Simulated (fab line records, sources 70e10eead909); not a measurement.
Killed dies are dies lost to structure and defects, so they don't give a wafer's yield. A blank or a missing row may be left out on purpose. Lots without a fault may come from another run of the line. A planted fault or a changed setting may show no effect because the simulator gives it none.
Chamber matching | flow nand_harc | NHARC_THIN_TSV_ETCHBACK_48 on rie_diel-07: 4 sister chambers
The step etches the open film in C4F8/Ar, target depth 1028.5 nm, time 405.17 s. 7 wafers are shown with their chamber, then 7 later ones without.

WAFERS WITH THEIR CHAMBER
wafer  | chamber | rf_vpp_V (V) | oes_product_au (a.u.)
L549.3 | 1       | 541.9        | 0.91
L549.4 | 3       | 546.6        | 0.92
L548.1 | 0       | 542.1        | 0.98
L548.5 | 1       | 544.3        | 0.97
L548.6 | 2       | 549.0        | 0.97
L553.1 | 0       | 543.6        | 0.92
L553.3 | 3       | 548.2        | 0.92

WAFERS WITHOUT THEIR CHAMBER
wafer  | rf_vpp_V (V) | oes_product_au (a.u.)
L553.6 | 541.8        | 0.92
L559.1 | 543.6        | 0.93
L559.2 | 543.8        | 0.92
L559.6 | 544.0        | 0.93
L566.1 | 543.1        | 0.92
L566.2 | 545.2        | 0.92
L566.4 | 546.3        | 0.93

WHICH CHAMBER EACH WENT THROUGH
wafer  | from the rows above               | in truth
L553.6 | can't be placed: 1 or 0           | 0
L559.1 | can't be placed: 1 or 0           | 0
L559.2 | can't be placed: 1 or 0 or 3      | 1
L559.6 | can't be placed: 1 or 0 or 3      | 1
L566.1 | can't be placed: 1 or 0           | 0
L566.2 | can't be placed: 3 or 1 or 0 or 2 | 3
L566.4 | can't be placed: 3 or 2 or 1 or 0 | 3
Placed correctly: 0 of 7. Can't be placed from these rows: 7 (the true chamber is among the candidates in 7). Placed wrongly: 0.
How it was worked out, from the rows above alone: a wafer's distance from a chamber is the root of the sum, over the readings, of the square of ((its reading less the chamber's mean) divided by the reading's scatter). The wafer belongs to the nearest chamber; if the next one is less than 2 further off, it can't be placed. A chamber's mean is the mean of its shown wafers. The scatter: the root of (the sum of the squares of (reading less its chamber's mean) over the shown wafers, divided by (wafers less chambers)).
